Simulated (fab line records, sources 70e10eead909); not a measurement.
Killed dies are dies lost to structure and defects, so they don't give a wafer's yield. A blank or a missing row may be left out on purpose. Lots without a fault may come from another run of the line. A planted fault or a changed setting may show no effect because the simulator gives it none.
Chamber matching | flow nand_harc | NHARC_A_BLC_ALD_23 on ald_metal-04: 4 sister chambers
The step deposits TiN, target thk 3 nm, pulse time 1 s, ald cycles 150. 8 wafers are shown with their chamber, then 9 later ones without.

WAFERS WITH THEIR CHAMBER
wafer  | chamber | heater_power_w (W) | precursor_pulse_height_rel
L083.1 | 2       | 1282               | 1.014
L083.2 | 1       | 1179               | 1.021
L088.1 | 0       | 917                | 0.993
L088.2 | 2       | 1239               | 0.971
L088.3 | 3       | 947                | 1.015
L088.4 | 1       | 1175               | 0.993
L088.5 | 3       | 927                | 0.955
L088.6 | 0       | 921                | 0.989

WAFERS WITHOUT THEIR CHAMBER
wafer  | heater_power_w (W) | precursor_pulse_height_rel
L094.4 | 1247               | 1.016
L094.5 | 953                | 0.988
L094.6 | 915                | 1.012
L096.1 | 1233               | 0.971
L096.4 | 916                | 1.010
L096.5 | 1210               | 0.980
L097.1 | 1198               | 1.008
L097.3 | 1234               | 0.982
L097.5 | 1220               | 0.986

WHICH CHAMBER EACH WENT THROUGH
wafer  | from the rows above     | in truth
L094.4 | 2                       | 2
L094.5 | can't be placed: 3 or 0 | 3
L094.6 | can't be placed: 0 or 3 | 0
L096.1 | can't be placed: 2 or 1 | 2
L096.4 | can't be placed: 0 or 3 | 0
L096.5 | can't be placed: 1 or 2 | 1
L097.1 | 1                       | 1
L097.3 | can't be placed: 2 or 1 | 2
L097.5 | can't be placed: 2 or 1 | 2
Placed correctly: 2 of 9. Can't be placed from these rows: 7 (the true chamber is among the candidates in 7). Placed wrongly: 0.
How it was worked out, from the rows above alone: a wafer's distance from a chamber is the root of the sum, over the readings, of the square of ((its reading less the chamber's mean) divided by the reading's scatter). The wafer belongs to the nearest chamber; if the next one is less than 2 further off, it can't be placed. A chamber's mean is the mean of its shown wafers. The scatter: the root of (the sum of the squares of (reading less its chamber's mean) over the shown wafers, divided by (wafers less chambers)).
